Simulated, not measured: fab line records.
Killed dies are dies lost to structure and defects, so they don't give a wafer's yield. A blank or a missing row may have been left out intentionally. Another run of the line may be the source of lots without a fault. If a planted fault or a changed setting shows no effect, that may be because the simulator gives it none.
The tool behind it: which one?	flow nand harc	14 lots with 42 wafers sampled at 5 steps, on a route of 1302 steps

== WHAT EACH GAUGE READ, for each wafer ==
NHARC_P_CONTACT_INSPECT_27. Usual: raw defect count at 300, with a standard deviation of 140.
lot	measured	on	raw defect count	flag
L520	day 6 05:34	defect inspect-01	187 311 258	
L521	day 6 14:19	defect inspect-02	165 196 133	
L522	day 6 18:26	defect inspect-01	168 318 315	
L523	day 7 08:00	defect inspect-01	237 255 579	
L525	day 8 10:22	defect inspect-02	387 273 235	
L526	day 8 12:49	defect inspect-02	208 303 293	
L528	day 9 11:35	defect inspect-02	372 188 332	
L530	day 9 21:11	defect inspect-01	337 233 231	
L529	day 9 21:30	defect inspect-02	162 365 251	
L531	day 10 14:13	defect inspect-02	208 208 255	
L534	day 12 01:59	defect inspect-02	342 319 238	
L536	day 12 16:34	defect inspect-01	274 391 293	
L541	day 14 14:36	defect inspect-01	364 336 260	
L543	day 15 18:08	defect inspect-02	357 157 308	

NHARC_P_M0_CD_MEAS_09 targets a cd of 90 nm. Usual: cd nm at 89.8 nm, with a standard deviation of 0.47.
lot	measured	on	cd nm (nm)	flag
L520	day 6 06:28	cd sem-02	89.7 90.8 89.8	
L521	day 6 15:07	cd sem-03	90.6 90.8 90.2	
L522	day 6 19:14	cd sem-02	89.6 89.0 88.5	
L523	day 7 08:55	cd sem-02	89.3 90.1 90.1	
L525	day 8 11:16	cd sem-03	90.3 90.3 89.6	
L526	day 8 13:43	cd sem-01	89.8 89.7 89.6	
L528	day 9 12:29	cd sem-03	89.9 90.4 90.9	
L530	day 9 22:05	cd sem-01	89.6 89.6 90.2	
L529	day 9 22:24	cd sem-02	89.5 89.4 90.0	
L531	day 10 15:07	cd sem-03	89.8 90.7 90.3	
L534	day 12 02:46	cd sem-03	50.7 50.6 50.7	OFF
L536	day 12 17:28	cd sem-02	61.4 61.4 60.8	OFF
L541	day 14 15:23	cd sem-02	89.1 89.8 89.9	
L543	day 15 19:02	cd sem-03	89.5 88.7 89.1	

NHARC_P_M0_INSPECT_11. Usual: raw defect count at 4.5, with a standard deviation of 2.4.
lot	measured	on	raw defect count	flag
L520	day 6 06:35	defect inspect-01	4 3 2	
L521	day 6 15:15	defect inspect-02	2 5 5	
L522	day 6 19:21	defect inspect-02	4 6 9	
L523	day 7 09:02	defect inspect-02	6 5 3	
L525	day 8 11:23	defect inspect-02	9 6 6	
L526	day 8 13:51	defect inspect-02	2 12 4	
L528	day 9 12:37	defect inspect-01	6 10 5	
L530	day 9 22:12	defect inspect-02	1 1 1	
L529	day 9 22:31	defect inspect-02	3 5 7	
L531	day 10 15:14	defect inspect-02	1 5 3	
L534	day 12 02:53	defect inspect-01	4 5 5	
L536	day 12 17:36	defect inspect-02	4 3 1	
L541	day 14 15:30	defect inspect-02	2 3 5	
L543	day 15 19:09	defect inspect-02	5 10 7	

== WHAT TOOL EACH LOT RAN ON (gives the tool, then ch and the chambers of the sampled wafers, and finally the start) ==
lot	NHARC_P_CONTACT_DESCUM_17	NHARC_P_M0_EXPOSE_06
L520	rie diel-01 ch 0,2, day 6 02:29	arfi scanner-03 ch 0, day 6 06:20
L521	rie diel-05 ch 2,3, day 6 11:11	arfi scanner-03 ch 0, day 6 14:59
L522	rie diel-05 ch 0,1,2, day 6 15:21	arfi scanner-03 ch 0, day 6 19:05
L523	rie diel-05 ch 0,2,3, day 7 04:55	arfi scanner-01 ch 0, day 7 08:46
L525	rie diel-03 ch 0,1,2, day 8 07:17	arfi scanner-01 ch 0, day 8 11:07
L526	rie diel-05 ch 0,2,3, day 8 09:43	arfi scanner-03 ch 0, day 8 13:35
L528	rie diel-01 ch 1,3, day 9 08:29	arfi scanner-02 ch 0, day 9 12:20
L530	rie diel-03 ch 2,3, day 9 17:58	arfi scanner-01 ch 0, day 9 21:56
L529	rie diel-05 ch 0,1,3, day 9 18:25	arfi scanner-02 ch 0, day 9 22:16
L531	rie diel-03 ch 0,1,2, day 10 11:04	arfi scanner-03 ch 0, day 10 14:58
L534	rie diel-03 ch 0,2,3, day 11 22:55	arfi scanner-02 ch 0, day 12 02:38
L536	rie diel-05 ch 1,2,3, day 12 13:30	arfi scanner-02 ch 0, day 12 17:20
L541	rie diel-05 ch 1,3, day 14 11:23	arfi scanner-01 ch 0, day 14 15:14
L543	rie diel-03 ch 0,3, day 15 14:59	arfi scanner-01 ch 0, day 15 18:53
- NHARC_P_CONTACT_DESCUM_17: chemistry O2, time 3 s.
- NHARC_P_M0_EXPOSE_06: exposes mask P M0, target cd 90 nm.

== WHAT THE TOOLS THEMSELVES READ (means of the sampled wafers that have a number; where no wafer has one, the mark that the record gives instead) ==
NHARC_P_CONTACT_DESCUM_17. Usual: drypump motor current A 5.7 A, standard deviation 0.48; oes product au 1.002 a.u., standard deviation 0.0097; rf vpp V 57.6 V, standard deviation 0.94; showerhead plenum p Torr 1.88 Torr, standard deviation 0.076; throttle valve pct 11.311 %, standard deviation 0.0083.
lot	tool	drypump motor current A (A)	oes product au (a.u.)	rf vpp V (V)	showerhead plenum p Torr (Torr)	throttle valve pct (%)	flag
L520	rie diel-01	5.6	0.992	57.7	1.83	11.310	
L521	rie diel-05	5.8	1.009	57.0	1.87	11.307	
L522	rie diel-05	6.3	1.007	57.8	1.90	11.309	
L523	rie diel-05	6.1	1.011	56.8	1.87	11.312	
L525	rie diel-03	5.5	0.999	56.4	1.87	11.315	
L526	rie diel-05	6.0	1.015	57.4	1.87	11.321	
L528	rie diel-01	5.4	0.996	57.4	1.87	11.313	
L530	rie diel-03	5.8	1.003	59.0	2.00	11.305	
L529	rie diel-05	6.1	1.006	58.0	1.87	11.314	
L531	rie diel-03	5.5	1.017	58.6	1.87	11.311	
L534	rie diel-03	5.6	1.007	58.1	1.90	11.302	
L536	rie diel-05	5.8	0.999	58.4	1.87	11.311	
L541	rie diel-05	5.5	1.000	57.4	1.84	11.313	
L543	rie diel-03	5.9	1.015	57.7	1.97	11.313	

NHARC_P_M0_EXPOSE_06. Usual: exposure dose mJ cm2 at 81.29, with a standard deviation of 0.083.
lot	tool	exposure dose mJ cm2	flag
L520	arfi scanner-03	81.22	
L521	arfi scanner-03	81.28	
L522	arfi scanner-03	81.26	
L523	arfi scanner-01	81.41	
L525	arfi scanner-01	81.33	
L526	arfi scanner-03	81.17	
L528	arfi scanner-02	81.15	
L530	arfi scanner-01	81.28	
L529	arfi scanner-02	81.31	
L531	arfi scanner-03	81.27	
L534	arfi scanner-02	43.05	OFF
L536	arfi scanner-02	50.75	OFF
L541	arfi scanner-01	81.30	
L543	arfi scanner-01	81.28	

== THE ANSWER, worked out from the rows above alone ==
Rule: take the mean of a lot's wafers that have a number; if it is more than 3 standard deviations from the usual mean, the lot is off. A lot without any number at a reading at which 4 lots or more have one is off too. The other lots that the step has rows for count as sound. The gauges are gone through in route order, then the tools' own readings, and for those a lot's mean is taken as printed above. At the first step where some lot is off, the reading lying furthest off is the one used; lots without a number count as furthest.
Off at NHARC_P_M0_CD_MEAS_09 (cd nm): L534, L536.
If a tool, at a process step before that reading, ran all the lots that are off and no sound lot after the first of them, it fits. Not tried: the gauges at NHARC_P_M0_CD_MEAS_09; whatever is off there is also off at NHARC_P_M0_EXPOSE_06, on other tools, and gauge error can't account for it. One candidate fits, namely arfi scanner-02 at NHARC_P_M0_EXPOSE_06. A fault onset in the window from L529 (day 9 22:16, its last sound lot) to L534 (day 12 02:38, its first lot off) fits.
On the lots that are off, the tool's own readings at NHARC_P_M0_EXPOSE_06 differ by more than 5 times the standard deviation of the sound lots' means, which bears it out; exposure dose mJ cm2 reads 46.90 there versus 81.27 on the sound lots.

== WHAT HAD BEEN PUT IN BY THE SIMULATOR ==
Process parameter drift: arfi scanner-02, from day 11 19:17 on, at NHARC_P_M0_EXPOSE_06. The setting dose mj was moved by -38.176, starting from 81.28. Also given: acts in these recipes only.
Lots struck among those shown: L534, L536. This agrees with what the rule above found.
